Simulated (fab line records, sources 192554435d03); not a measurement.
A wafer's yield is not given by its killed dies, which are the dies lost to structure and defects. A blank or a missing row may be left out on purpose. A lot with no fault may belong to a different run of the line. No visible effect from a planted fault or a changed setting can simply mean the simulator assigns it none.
fab line records -- flow n5-finfet
[record] lots = 6, wafers = 18, last-day = 18
route steps=1938 shown BEOL_M2@869 BEOL_M4@1111 PASSIVATION@1936
lots untouched by any fault: they come from a run of this same line in which no faults occurred
start-h: the number of hours between the record's first day and the start of the first shown wafer of the lot -- wait-h: hours elapsed since this lot's preceding step -- " as in the row above -- L1.1+2: a single row standing in for several wafers -- - no value, or no start was given -- * or withheld: withheld -- < > ~ a bound
route shown NAME@n: a module of which the file shows steps, and the number in the route of the first -- usual: mean and standard deviation over wafers with no fault -- same: alike in all rows -- chamber/n: place in a boat -- sites: each site's reading -- _std_site: the values' standard deviation -- _edge_site: the outer-site mean with the inner-site mean subtracted -- radius-mm: how far each site lies from the wafer's centre -- mask NAME#n: copy n -- behind: the tool/chamber that last shaped the wafer -- hold: the reason the lot was held/the length of the hold in hours/how it ended -- device: whichever transistor did not switch (one of n, p or np) -- end of line: tests run on the same wafers once the route is complete -- a step without rows: its recipe alone -- killed: dies lost to structure and defects at the first sort, not the wafer's yield -- map: dies across one wafer; x = killed, . = not, _ = none there
set.NAME: the setting the step ran with; set.NAME@STEP: the setting that earlier step ran with -- model.NAME: the simulator's own value behind a step, which no gauge read
lots at some steps of the route; a table a step, a row a wafer
services: when a tool's chamber went out of use (start-h, in hours from the record's first day, below 0 if earlier), for how many hours, and the reason
[[steps]]
[step N5_BEOL_M2_COAT_76]
[recipe] resist = underlayer, temp-c = 205, time-s = 60, spin-rpm = 1500, resist-thk-nm = 5
[step N5_BEOL_M2_COAT_22]
[recipe] resist = CAR-EUV, spin-rpm = 1500, resist-thk-nm = 30
[step N5_BEOL_M2_EBR_24]
[recipe] solvent = PGMEA, ebr-width-mm = 1.5
[step N5_BEOL_M2_SOFTBAKE_23]
[recipe] temp-c = 110, time-s = 60, resist = CAR-EUV
[step N5_BEOL_M2_EXPOSE_25]
[recipe] mask-id = V1, na = 0.33, source-shape = quasar, sigma-inner = 0.2, sigma-outer = 0.8, polarization = unpolarized, defocus-nm = 5, dose-mj = 63
[step N5_BEOL_M2_PEB_26]
[recipe] peb-temp-c = 100, peb-time-s = 60, resist = CAR-EUV
[step N5_BEOL_M2_DEVELOP_27]
[recipe] develop-time-s = 30, developer = TMAH, resist = CAR-EUV, rinse-liquid = surfactant-rinse, dry = air-spin, dev-temp-c = 23
[step N5_BEOL_M2_CD_MEAS_28]
[recipe] target-cd-nm = 26.2, landing-energy-ev = 500, detector = se-inlens, target-cd-y-nm = 24.1, polarity = opening
[usual] cd-nm = 26.17/0.21
lot.wafer,tool,chamber,start-h,wait-h,cd-nm
L504.2,cd-sem-02,0,153.41,-,25.75
L504.4,cd-sem-02,0,153.41,-,25.99
L504.5,cd-sem-02,0,153.41,-,25.87
L505.2,cd-sem-02,0,159.69,-,26.24
L505.4,cd-sem-02,0,159.69,-,26.45
L505.5,cd-sem-02,0,159.69,-,25.79
L510.3,cd-sem-02,0,185.07,-,26.13
L510.5,cd-sem-02,0,185.07,-,26.20
L510.6,cd-sem-02,0,185.07,-,26.08
L515.2,cd-sem-02,0,221.85,-,26.13
L515.4,cd-sem-02,0,221.85,-,26.06
L515.5,cd-sem-02,0,221.85,-,26.08
L521.3,cd-sem-03,0,267.72,-,26.26
L521.5,cd-sem-03,0,267.72,-,26.27
L521.6,cd-sem-03,0,267.72,-,26.37
L522.3,cd-sem-01,0,269.15,-,25.80
L522.4,cd-sem-01,0,269.15,-,26.06
L522.6,cd-sem-01,0,269.15,-,25.88
[step N5_BEOL_M2_OVL_MEAS_29]
[recipe] points-per-wafer = 522
[usual] V1_OVL = 0.0/0.61
lot.wafer,tool,chamber,start-h,wait-h,V1_OVL[nm]
L504.2,overlay-02,0,153.44,0.0,0.8
L504.4,overlay-02,0,153.44,0.0,0.1
L504.5,overlay-02,0,153.44,0.0,0.3
L505.2,overlay-02,0,159.73,0.0,-0.3
L505.4,overlay-02,0,159.73,0.0,-0.1
L505.5,overlay-02,0,159.73,0.0,-0.2
L510.3,overlay-01,0,185.11,0.0,-1.0
L510.5,overlay-01,0,185.11,0.0,-1.0
L510.6,overlay-01,0,185.11,0.0,-0.1
L515.2,overlay-02,0,221.88,0.0,0.5
L515.4,overlay-02,0,221.88,0.0,1.1
L515.5,overlay-02,0,221.88,0.0,0.3
L521.3,overlay-01,0,267.76,0.0,-0.5
L521.5,overlay-01,0,267.76,0.0,-0.8
L521.6,overlay-01,0,267.76,0.0,0.0
L522.3,overlay-02,0,269.19,0.0,-0.7
L522.4,overlay-02,0,269.19,0.0,-0.3
L522.6,overlay-02,0,269.19,0.0,-0.3
[step N5_BEOL_M2_INSPECT_30]
[recipe] mode = adi, inspect-instrument = brightfield
[usual] raw-defect-count = 410/100
lot.wafer,tool,chamber,start-h,wait-h,raw-defect-count
L504.2,defect-inspect-02,-,153.50,0.0,363
L504.4,defect-inspect-02,-,153.50,0.0,350
L504.5,defect-inspect-02,-,153.50,0.0,472
L505.2,defect-inspect-02,-,159.78,0.0,462
L505.4,defect-inspect-02,-,159.78,0.0,408
L505.5,defect-inspect-02,-,159.78,0.0,552
L510.3,defect-inspect-01,-,185.15,0.0,332
L510.5,defect-inspect-01,-,185.15,0.0,249
L510.6,defect-inspect-01,-,185.15,0.0,224
L515.2,defect-inspect-01,-,221.93,0.0,258
L515.4,defect-inspect-01,-,221.93,0.0,520
L515.5,defect-inspect-01,-,221.93,0.0,368
L521.3,defect-inspect-02,-,267.81,0.0,398
L521.5,defect-inspect-02,-,267.81,0.0,390
L521.6,defect-inspect-02,-,267.81,0.0,385
L522.3,defect-inspect-01,-,269.24,0.0,381
L522.4,defect-inspect-01,-,269.24,0.0,388
L522.6,defect-inspect-01,-,269.24,0.0,391
[step N5_BEOL_M2_DESCUM_33]
[recipe] chemistry = O2, time-s = 7, source-power-w = 50, bias-power-w = 20, pressure-mtorr = 20, rf-frequency-hz = 2.712e+07, temp-c = 40, resist = CAR-EUV, o2-flow-sccm = 225
[usual] drypump-motor-current-A = 5.5/0.48, oes-product-au = 0.79/0.065, rf-fwd-power-W = 49.49/0.25, rf-vpp-V = 243.6/1.4, showerhead-plenum-p-Torr = 2.13/0.068, throttle-valve-pct = 20.56/0.19
lot.wafer,tool,chamber,start-h,wait-h,drypump-motor-current-A,oes-product-au,rf-fwd-power-W,rf-hours-counter-h,rf-vpp-V,showerhead-plenum-p-Torr,throttle-valve-pct
L504.2,rie-diel-05,1,153.53,0.0,5.6,0.85,49.37,64,243.1,2.04,20.41
L504.4,rie-diel-05,1,153.53,0.0,5.6,0.85,49.64,-,244.2,2.04,20.42
L504.5,rie-diel-05,2,153.53,0.0,5.6,0.90,49.12,-,245.6,2.22,20.36
L505.2,rie-diel-03,0,159.81,0.0,5.7,0.76,49.52,136,243.5,2.18,20.44
L505.4,rie-diel-03,3,159.81,0.0,6.4,0.68,49.29,229,240.9,2.00,20.80
L505.5,rie-diel-03,0,159.81,0.0,5.7,0.76,49.92,-,244.9,2.18,20.44
L510.3,rie-diel-05,2,185.19,0.0,5.6,0.88,49.49,52,244.8,2.22,20.38
L510.5,rie-diel-05,1,185.19,0.0,5.6,0.85,49.78,-,242.4,2.04,20.44
L510.6,rie-diel-05,2,185.19,0.0,5.6,0.89,49.55,-,245.7,2.22,20.36
L515.2,rie-diel-01,1,221.97,0.0,5.2,0.85,49.56,65,243.9,2.14,20.51
L515.4,rie-diel-01,0,221.97,0.0,6.4,0.79,49.75,114,243.6,2.10,20.19
L515.5,rie-diel-01,1,221.97,0.0,5.3,0.85,49.95,-,244.2,2.14,20.51
L521.3,rie-diel-01,1,267.84,0.0,5.2,0.83,49.60,74,245.2,2.13,20.53
L521.5,rie-diel-01,1,267.84,0.0,5.2,0.83,49.62,-,244.0,2.13,20.55
L521.6,rie-diel-01,0,267.84,0.0,6.4,0.79,49.46,-,242.0,2.09,20.20
L522.3,rie-diel-01,2,269.27,0.0,5.0,0.71,49.50,207,243.1,2.18,20.84
L522.4,rie-diel-01,3,269.27,0.0,5.3,0.69,49.24,215,243.6,2.14,20.37
L522.6,rie-diel-01,0,269.27,0.0,6.3,0.79,49.60,-,243.0,2.09,20.19
[step N5_BEOL_M2_ETCH_77]
[recipe] chemistry = N2/H2, target = underlayer, target-depth-a = 65, mask-material = CAR-EUV, time-s = 5.2, ion-energy-ev = 200, pressure-mtorr = 30, source-w = 840, bias-w = 150, n2-flow-sccm = 200, h2-flow-sccm = 200, ends = cleared
[usual] bias-w = 150.0/0.44, drypump-motor-current-A = 5.5/0.49, etch-rf-on-time-s = 5.18/0.16, oes-product-au = 0.67/0.054, rf-fwd-power-W = 819.4/2.9, rf-vpp-V = 524.8/2.6, showerhead-plenum-p-Torr = 2.59/0.087, throttle-valve-pct = 17.97/0.1
lot.wafer,tool,chamber,start-h,wait-h,bias-w,drypump-motor-current-A,etch-rf-on-time-s,oes-product-au,rf-fwd-power-W,rf-hours-counter-h,rf-vpp-V,showerhead-plenum-p-Torr,throttle-valve-pct
L504.2,rie-diel-05,1,153.56,0.0,150.1,5.7,5.11,0.73,819.0,64,523.1,2.49,18.00
L504.4,rie-diel-05,1,153.56,0.0,150.8,5.6,5.09,0.74,814.8,-,522.5,2.48,17.99
L504.5,rie-diel-05,2,153.56,0.0,150.6,5.6,4.81,0.77,821.7,-,527.9,2.72,17.90
L505.2,rie-diel-03,0,159.85,0.0,149.7,5.7,5.09,0.66,815.0,136,524.9,2.67,17.97
L505.4,rie-diel-03,3,159.85,0.0,150.4,6.3,5.17,0.58,818.9,229,520.3,2.42,18.17
L505.5,rie-diel-03,0,159.85,0.0,149.5,5.7,5.05,0.65,817.5,-,526.2,2.67,17.98
L510.3,rie-diel-05,2,185.22,0.0,149.9,5.6,4.86,0.77,814.2,52,528.1,2.71,17.91
L510.5,rie-diel-05,1,185.22,0.0,150.0,5.6,5.10,0.73,819.3,-,521.5,2.48,18.02
L510.6,rie-diel-05,2,185.22,0.0,149.8,5.6,4.87,0.75,820.4,-,526.4,2.71,17.94
L515.2,rie-diel-01,1,222.00,0.0,150.2,5.3,5.12,0.71,826.5,65,523.8,2.58,17.81
L515.4,rie-diel-01,0,222.00,0.0,150.6,6.4,5.33,0.67,820.0,114,523.7,2.58,17.84
L515.5,rie-diel-01,1,222.00,0.0,150.2,5.2,5.13,0.71,820.8,-,524.8,2.58,17.77
L521.3,rie-diel-01,1,267.88,0.0,150.6,5.2,5.16,0.71,825.7,74,525.4,2.58,17.81
L521.5,rie-diel-01,1,267.88,0.0,149.8,5.3,5.18,0.71,822.6,-,524.0,2.58,17.81
L521.6,rie-diel-01,0,267.88,0.0,150.0,6.4,5.36,0.66,812.2,-,523.7,2.57,17.85
L522.3,rie-diel-01,2,269.31,0.0,149.9,5.0,5.18,0.61,817.3,207,527.7,2.60,18.00
L522.4,rie-diel-01,3,269.31,0.0,149.8,5.3,5.12,0.60,822.3,215,525.6,2.62,17.90
L522.6,rie-diel-01,0,269.31,0.0,149.0,6.4,5.35,0.66,821.3,-,525.9,2.57,17.84
[step N5_BEOL_M2_ETCH_69]
[recipe] chemistry = CF4, target = SiARC, target-depth-a = 156, mask-material = CAR-EUV, time-s = 26, ion-energy-ev = 80, pressure-mtorr = 40, source-w = 545, bias-w = 36, Ar_flow_sccm = 100, cf4-flow-sccm = 100, ends = cleared
[usual] bias-w = 35.99/0.095, drypump-motor-current-A = 5.5/0.48, etch-rf-on-time-s = 25.9/0.73, oes-product-au = 0.68/0.054, rf-fwd-power-W = 533.7/2.4, rf-vpp-V = 184.5/1.1, showerhead-plenum-p-Torr = 2.18/0.071, throttle-valve-pct = 15.69/0.17
lot.wafer,tool,chamber,start-h,wait-h,bias-w,drypump-motor-current-A,etch-rf-on-time-s,oes-product-au,rf-fwd-power-W,rf-hours-counter-h,rf-vpp-V,showerhead-plenum-p-Torr,throttle-valve-pct
L504.2,rie-diel-05,1,153.58,0.0,35.96,5.6,25.6,0.73,534.6,64,183.9,2.08,15.45
L504.4,rie-diel-05,1,153.58,0.0,36.09,5.6,25.4,0.74,537.5,-,182.9,2.08,15.46
L504.5,rie-diel-05,2,153.58,0.0,36.07,5.6,24.4,0.78,532.3,-,185.7,2.27,15.55
L505.2,rie-diel-03,0,159.86,0.0,35.89,5.7,26.0,0.65,534.6,136,185.1,2.22,15.58
L505.4,rie-diel-03,3,159.86,0.0,36.06,6.4,26.1,0.59,531.7,229,183.4,2.05,15.99
L505.5,rie-diel-03,0,159.86,0.0,35.93,5.7,25.5,0.66,535.4,-,186.2,2.22,15.58
L510.3,rie-diel-05,2,185.24,0.0,36.13,5.6,24.8,0.74,532.1,52,185.7,2.26,15.57
L510.5,rie-diel-05,1,185.24,0.0,35.98,5.7,25.1,0.73,535.0,-,183.2,2.07,15.49
L510.6,rie-diel-05,2,185.24,0.0,36.10,5.6,24.5,0.75,530.2,-,186.3,2.26,15.58
L515.2,rie-diel-01,1,222.02,0.0,36.13,5.2,25.8,0.71,537.2,65,185.1,2.16,15.47
L515.4,rie-diel-01,0,222.02,0.0,35.94,6.3,26.8,0.67,533.5,114,185.4,2.15,15.43
L515.5,rie-diel-01,1,222.02,0.0,35.94,5.2,25.7,0.72,533.0,-,185.2,2.16,15.48
L521.3,rie-diel-01,1,267.89,0.0,36.00,5.2,25.8,0.71,536.0,74,185.2,2.15,15.49
L521.5,rie-diel-01,1,267.89,0.0,35.73,5.2,25.8,0.71,535.5,-,184.5,2.15,15.51
L521.6,rie-diel-01,0,267.89,0.0,28.67,6.4,28.5,0.63,535.5,-,158.0,2.15,15.47
L522.3,rie-diel-01,2,269.32,0.0,35.99,4.9,25.7,0.61,538.1,207,184.9,2.21,15.95
L522.4,rie-diel-01,3,269.32,0.0,35.88,5.3,25.7,0.59,531.9,215,185.3,2.21,15.75
L522.6,rie-diel-01,0,269.32,0.0,28.85,6.4,28.3,0.64,535.6,-,159.9,2.15,15.46
[step N5_BEOL_M2_ALD_98]
[recipe] material = SiO2, target-thk-a = 25, temp-c = 100, ald-precursor-family = BDEAS, ald-co-reactant = O2-plasma, pulse-time-s = 1, co-reactant-pulse-time-s = 1, purge-time-s = 2, co-reactant-purge-time-s = 2, ald-cycles = 17, pressure-torr = 2
[usual] heater-power-w = 79/8.3, precursor-pulse-height-rel = 1.004/0.019
[same] purge-time-s = 2
lot.wafer,tool,chamber,start-h,wait-h,heater-power-w,precursor-pulse-height-rel
L504.2,ald-sin-04,2,154.12,0.5,93,0.991
L504.4,ald-sin-04,0,154.12,0.5,93,0.997
L504.5,ald-sin-04,2,154.12,0.5,95,0.972
L505.2,ald-sin-01,1,159.95,0.1,85,1.019
L505.4,ald-sin-01,3,159.95,0.1,71,0.972
L505.5,ald-sin-01,3,159.95,0.1,71,0.992
L510.3,ald-sin-04,3,186.02,0.7,86,1.038
L510.5,ald-sin-04,2,186.02,0.7,93,1.039
L510.6,ald-sin-04,3,186.02,0.7,86,0.984
L515.2,ald-sin-01,0,222.10,0.1,74,0.979
L515.4,ald-sin-01,3,222.10,0.1,69,1.000
L515.5,ald-sin-01,3,222.10,0.1,72,1.016
L521.3,ald-sin-01,0,268.72,0.8,73,1.007
L521.5,ald-sin-01,0,268.72,0.8,74,1.012
L521.6,ald-sin-01,3,268.72,0.8,71,1.014
L522.3,ald-sin-04,2,269.45,0.1,93,1.013
L522.4,ald-sin-04,3,269.45,0.1,86,1.045
L522.6,ald-sin-04,3,269.45,0.1,87,1.007
[step N5_BEOL_M4_RC_MEAS_101]
[usual] DIBL_N = 37.1/1.8, DIBL_P = 37.2/2.1, IOFF_N = 0.17/0.033, IOFF_P = 0.22/0.037, ION_N = 680/11, ION_P = 464/7.7, SS_N = 71.7/0.63, SS_P = 73.6/0.67, VT_N = 248.9/2.9, VT_P = -251/3.6
lot.wafer,tool,chamber,start-h,wait-h,DIBL_N[mV/V],DIBL_P[mV/V],IOFF_N[nA/um],IOFF_P[nA/um],ION_N[uA/um],ION_P[uA/um],SS_N[mV/dec],SS_P[mV/dec],VT_N[mV],VT_P[mV]
L504.2,prober-01,0,187.80,0.2,33.6,33.5,0.12,0.16,656,455,71.5,71.4,253.8,-255
L504.4,prober-01,0,187.80,0.2,35.6,36.5,0.15,0.20,670,464,71.3,73.7,251.5,-251
L504.5,prober-01,0,187.80,0.2,39.0,40.9,0.24,0.28,696,475,71.8,74.5,244.6,-247
L505.2,prober-02,0,191.09,0.2,35.8,35.6,0.14,0.17,672,452,71.5,72.8,250.0,-258
L505.4,prober-02,0,191.09,0.2,36.4,37.6,0.15,0.20,678,461,71.6,74.2,250.5,-254
L505.5,prober-02,0,191.09,0.2,35.3,36.2,0.14,0.18,678,466,71.3,73.3,249.9,-256
L510.3,prober-01,0,220.13,0.3,35.1,35.4,0.13,0.15,671,454,70.9,73.6,253.0,-258
L510.5,prober-01,0,220.13,0.3,35.0,35.9,0.12,0.15,666,449,71.0,73.6,254.4,-257
L510.6,prober-01,0,220.13,0.3,34.7,35.4,0.13,0.16,679,457,71.0,73.2,252.6,-258
L515.2,prober-02,0,283.78,0.2,38.0,37.7,0.16,0.22,670,459,71.0,74.2,251.2,-252
L515.4,prober-02,0,283.78,0.2,32.7,31.5,0.09,0.14,676,462,69.8,71.9,257.7,-256
L515.5,prober-02,0,283.78,0.2,36.9,36.3,0.15,0.20,698,474,71.0,72.8,252.1,-252
L521.3,prober-02,0,307.41,0.3,36.5,35.0,0.16,0.19,674,455,72.0,74.1,248.1,-251
L521.5,prober-02,0,307.41,0.3,37.0,36.0,0.16,0.21,679,468,71.4,73.4,249.9,-253
L521.6,prober-02,0,307.41,0.3,36.0,35.4,0.16,0.20,703,482,71.0,73.1,246.4,-251
L522.3,prober-02,0,314.13,0.3,39.4,38.1,0.22,0.26,678,463,74.0,73.9,247.7,-247
L522.4,prober-02,0,314.13,0.3,38.0,37.7,0.18,0.25,673,465,71.8,73.8,247.5,-249
L522.6,prober-02,0,314.13,0.3,36.4,34.0,0.15,0.19,665,461,72.2,73.7,253.1,-253
[step N5_PASSIVATION_PROBE_49]
[usual] defect-limited-yield = 91.7/1.5, killed_at_M0_to_M3 = 32/10, killed_at_M4_up = 14/5.3, killed-at-contacts = 13/5.7, killed-at-front-end = 37/10, killed-at-other = 3.3/2.5, killed-dies = 98/18, killed-open = 65/13, killed-short = 31/7.5, sort_bin_5_function = 4.9/0.91, sort_bin_6_memory = 3.1/0.71, sort-n-pass = 1082/18, sort-yield-pct = 91.7/1.5
[same] gross-dies = 1180, killed-at-back-side = 0, sort_bin_4_leakage[%] = 0, sort_bin_8_speed[%] = 0
lot.wafer,tool,chamber,start-h,wait-h,defect-limited-yield[%],killed_at_M0_to_M3,killed_at_M4_up,killed-at-contacts,killed-at-front-end,killed-at-other,killed-dies,killed-open,killed-short,sort_bin_5_function[%],sort_bin_6_memory[%],sort-n-pass,sort-yield-pct[%]
L504.2,prober-02,-,289.17,0.1,90.2,40,17,17,39,3,116,79,37,5.8,3.7,1064,90.2
L504.4,prober-02,-,289.27,0.2,87.6,54,15,13,60,4,146,97,45,6.5,5.1,1034,87.6
L504.5,prober-02,-,289.32,0.2,89.3,47,20,12,43,4,126,76,49,6.7,3.5,1054,89.3
L505.2,prober-01,-,300.43,0.1,92.3,28,14,6,39,4,91,57,27,4.7,2.1,1089,92.3
L505.4,prober-01,-,300.53,0.2,94.5,18,4,12,29,2,65,46,19,3.1,2.4,1115,94.5
L505.5,prober-01,-,300.58,0.2,92.5,24,11,11,41,2,89,63,19,4.1,2.8,1091,92.5
L510.3,prober-01,-,333.05,0.1,95.1,17,3,10,28,0,58,36,22,2.6,2.2,1122,95.1
L510.5,prober-01,-,333.15,0.2,92.1,41,15,12,23,2,93,70,23,5.3,2.5,1087,92.1
L510.6,prober-01,-,333.20,0.3,90.5,42,12,13,40,5,112,69,40,5.6,3.3,1068,90.5
L515.2,prober-02,-,377.32,0.1,93.3,27,7,10,35,0,79,50,24,4.1,2.2,1101,93.3
L515.4,prober-02,-,377.42,0.2,90.8,35,8,7,58,1,109,78,31,5.1,3.7,1071,90.8
L515.5,prober-02,-,377.47,0.2,90.8,32,10,12,48,6,108,72,36,5.3,3.5,1072,90.8
L522.6,prober-02,-,429.02,0.4,92.8,30,11,7,35,2,85,62,23,4.2,3.0,1095,92.8
// killed by level:class
L504.2 BEOL_M2:geometric-particle:open=16 MOL_CONTACT_COAG:geometric-particle:open=15 BEOL_M3:geometric-particle:open=9 FIN_SAQP:geometric-particle:short=8 STI_FIN_REVEAL:geometric-particle:open=6 GATE_CUT:geometric-particle:open=5 GATE_CUT:geometric-particle:short=5 BEOL_M4:geometric-particle:short=5
L504.4 STI_FIN_REVEAL:geometric-particle:open=21 DUMMY_GATE:geometric-particle:open=15 BEOL_M0_SAQP:geometric-particle:short=14 BEOL_M0_SAQP:geometric-particle:open=12 MOL_CONTACT_COAG:geometric-particle:open=11 FIN_SAQP:geometric-particle:open=7 BEOL_M0:geometric-particle:open=6 BEOL_M3:geometric-particle:open=6
L504.5 BEOL_M0_SAQP:geometric-particle:short=16 MOL_CONTACT_COAG:geometric-particle:open=11 FIN_SAQP:geometric-particle:open=9 BEOL_M2:geometric-particle:open=9 STI_FIN_REVEAL:geometric-particle:open=8 BEOL_M0_SAQP:geometric-particle:open=7 DUMMY_GATE:geometric-particle:open=6 BEOL_M3:geometric-particle:short=6
L505.2 BEOL_M0_SAQP:geometric-particle:open=8 FIN_SAQP:geometric-particle:short=7 DUMMY_GATE:geometric-particle:open=7 BEOL_M0_SAQP:geometric-particle:short=7 BEOL_M4:geometric-particle:open=7 FIN_SAQP:geometric-particle:open=6 HKMG_FIN:area-etch=6 BEOL_M2:geometric-particle:open=5
L505.4 MOL_CONTACT_COAG:geometric-particle:open=11 BEOL_M0_SAQP:geometric-particle:open=8 STI_FIN_REVEAL:geometric-particle:open=7 BEOL_M1:geometric-particle:open=5 BEOL_M0_SAQP:geometric-particle:short=4 DUMMY_GATE:geometric-particle:short=3 DUMMY_GATE:geometric-particle:open=3 FIN_SAQP:geometric-particle:open=2
L505.5 MOL_CONTACT_COAG:geometric-particle:open=10 STI_FIN_REVEAL:geometric-particle:open=7 HKMG_FIN:area-etch=7 BEOL_M0_SAQP:geometric-particle:short=6 BEOL_M2:geometric-particle:open=6 BEOL_M4:geometric-particle:open=6 FIN_SAQP:geometric-particle:open=5 DUMMY_GATE:geometric-particle:open=5
L510.3 MOL_CONTACT_COAG:geometric-particle:open=8 FIN_SAQP:geometric-particle:short=5 STI_FIN_REVEAL:geometric-particle:open=5 BEOL_M3:geometric-particle:open=5 BEOL_M0_SAQP:geometric-particle:short=4 STARTING-WAFER:geometric-particle:short=4 GATE_CUT:geometric-particle:open=3 FIN_SAQP:geometric-particle:open=2
L510.5 MOL_CONTACT_COAG:geometric-particle:open=11 BEOL_M0_SAQP:geometric-particle:open=11 BEOL_M4:geometric-particle:open=9 STI_FIN_REVEAL:geometric-particle:open=7 BEOL_M0_SAQP:geometric-particle:short=6 BEOL_M2:geometric-particle:open=6 BEOL_M3:geometric-particle:open=6 BEOL_M2:geometric-particle:short=5
L510.6 BEOL_M2:geometric-particle:open=17 MOL_CONTACT_COAG:geometric-particle:open=11 FIN_SAQP:geometric-particle:short=9 BEOL_M4:geometric-particle:open=8 STI_FIN_REVEAL:geometric-particle:open=7 BEOL_M0_SAQP:geometric-particle:short=7 STI_FIN_REVEAL:geometric-particle:short=6 BEOL_M0_SAQP:geometric-particle:open=6
L515.2 BEOL_M2:geometric-particle:open=9 MOL_CONTACT_COAG:geometric-particle:open=8 FIN_SAQP:geometric-particle:short=6 FIN_SAQP:geometric-particle:open=5 DUMMY_GATE:geometric-particle:open=5 DUMMY_GATE:geometric-particle:short=5 ILD0:geometric-particle:open=3 BEOL_M0_SAQP:geometric-particle:open=3
L515.4 FIN_SAQP:geometric-particle:open=18 STI_FIN_REVEAL:geometric-particle:open=12 FIN_SAQP:geometric-particle:short=9 BEOL_M0_SAQP:geometric-particle:open=9 MOL_CONTACT_COAG:geometric-particle:open=7 BEOL_M3:geometric-particle:open=6 STI_FIN_REVEAL:geometric-particle:short=6 BEOL_M2:geometric-particle:open=6
L515.5 FIN_SAQP:geometric-particle:short=17 FIN_SAQP:geometric-particle:open=12 MOL_CONTACT_COAG:geometric-particle:open=12 BEOL_M2:geometric-particle:open=7 BEOL_M3:geometric-particle:open=7 BEOL_M0_SAQP:geometric-particle:short=6 BEOL_M4:geometric-particle:open=5 DUMMY_GATE:geometric-particle:open=4
L522.6 BEOL_M2:geometric-particle:open=10 DUMMY_GATE:geometric-particle:open=9 FIN_SAQP:geometric-particle:open=6 BEOL_M0_SAQP:geometric-particle:short=6 GATE_CUT:geometric-particle:short=5 BEOL_M0:geometric-particle:open=5 BEOL_M4:geometric-particle:open=5 GATE_CUT:geometric-particle:open=4
[[services]]
tool,chamber,start-h,hours,kind
rie-diel-01,-,135.57,0.8,repair
rie-diel-05,1,148.75,2.2,repair
rie-diel-05,0,152.80,25.5,repair
rie-diel-05,1,160.48,5.4,repair
rie-diel-01,0,168.70,6.0,repair
ald-sin-01,-,178.19,14.0,pm
ald-sin-01,0,178.19,14.0,vent-cycle
ald-sin-01,1,178.19,14.0,vent-cycle
ald-sin-01,2,178.19,14.0,vent-cycle
ald-sin-01,3,178.19,14.0,vent-cycle
ald-sin-01,0,192.19,-,clean
ald-sin-01,1,192.19,-,clean
ald-sin-01,2,192.19,-,clean
ald-sin-01,3,192.19,-,clean
rie-diel-03,3,216.77,-,clean
rie-diel-03,3,216.77,-,consumable-replace:focus-ring
rie-diel-03,3,216.77,-,consumable-replace:showerhead
rie-diel-03,3,216.77,18.6,scheduled-down
ald-sin-04,0,216.77,4.9,repair
rie-diel-01,0,228.17,6.0,repair
rie-diel-01,-,238.12,15.6,pm
ald-sin-01,-,255.16,6.1,pm
rie-diel-01,1,263.76,3.0,repair
ald-sin-01,2,266.69,6.0,repair
[[key]]
[first-sign] step = N5_BEOL_M2_ETCH_69, reading = bias-w, direction = down, sigmas = 76, usual = *, struck = *
[effect] step = N5_BEOL_M2_ETCH_69, reading = rf-vpp-V, direction = down, sigmas = 23, usual = 184.5, struck = 158.9
met-at N5_BEOL_M2_ETCH_69
struck-wafers L521.6,L522.6
onset-between 222.02 267.89
[fault] kind = process-parameter-drift, tool = rie-diel-01, chamber = 0, onset-h = 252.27, steps = N5_BEOL_M2_ETCH_69, channel = bias-w, offset = *, shape = step, end-h = 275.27, acts-in = *, stated = *
